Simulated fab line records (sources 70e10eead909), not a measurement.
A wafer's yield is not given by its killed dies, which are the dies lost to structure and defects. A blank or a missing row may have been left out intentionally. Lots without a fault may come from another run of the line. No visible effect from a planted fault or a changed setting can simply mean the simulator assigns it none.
Chamber matching / flow nand harc / 4 sister chambers for NHARC_A_STAIRCASE_CMP_472 on cmp-01
The step polishes SiO2. 4 wafers are shown with their chamber, then 9 later ones without.

## EACH WAFER AND ITS CHAMBER
wafer=L086.2; chamber=2; motor current A (A)=12.6
wafer=L086.5; chamber=1; motor current A (A)=15.4
wafer=L091.5; chamber=0; motor current A (A)=11.4
wafer=L091.6; chamber=3; motor current A (A)=12.6

## WAFERS WHOSE CHAMBER IS MISSING
wafer=L092.3; motor current A (A)=12.5
wafer=L092.4; motor current A (A)=12.3
wafer=L092.6; motor current A (A)=11.8
wafer=L094.4; motor current A (A)=14.6
wafer=L094.5; motor current A (A)=12.4
wafer=L094.6; motor current A (A)=12.4
wafer=L097.1; motor current A (A)=12.7
wafer=L097.3; motor current A (A)=15.3
wafer=L097.6; motor current A (A)=15.2

## WHICH CHAMBER EACH ONE RAN IN
wafer=L092.3; from the rows above=can't be placed: 2 or 3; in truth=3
wafer=L092.4; from the rows above=can't be placed: 2 or 3 or 0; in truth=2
wafer=L092.6; from the rows above=can't be placed: 0 or 2 or 3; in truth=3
wafer=L094.4; from the rows above=1; in truth=1
wafer=L094.5; from the rows above=can't be placed: 2 or 3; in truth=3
wafer=L094.6; from the rows above=can't be placed: 2 or 3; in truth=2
wafer=L097.1; from the rows above=can't be placed: 2 or 3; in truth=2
wafer=L097.3; from the rows above=1; in truth=1
wafer=L097.6; from the rows above=1; in truth=1
Correctly placed: 3 of 9. Unplaceable from these rows: 6, with the true chamber sitting among the candidates in 6. 0 placed wrongly.
How it was worked out, from the rows above alone: a wafer's distance from a chamber is the root of the sum, over the readings, of the square of ((its reading less the chamber's mean) divided by the reading's scatter). The wafer belongs to the nearest chamber; if the next one is less than 2 further off, it can't be placed. For every chamber, the mean is computed from those of its wafers that are shown. The scatter: with one shown wafer a chamber, the root of the mean of the squares of how far each hidden wafer lies from its nearest shown one.
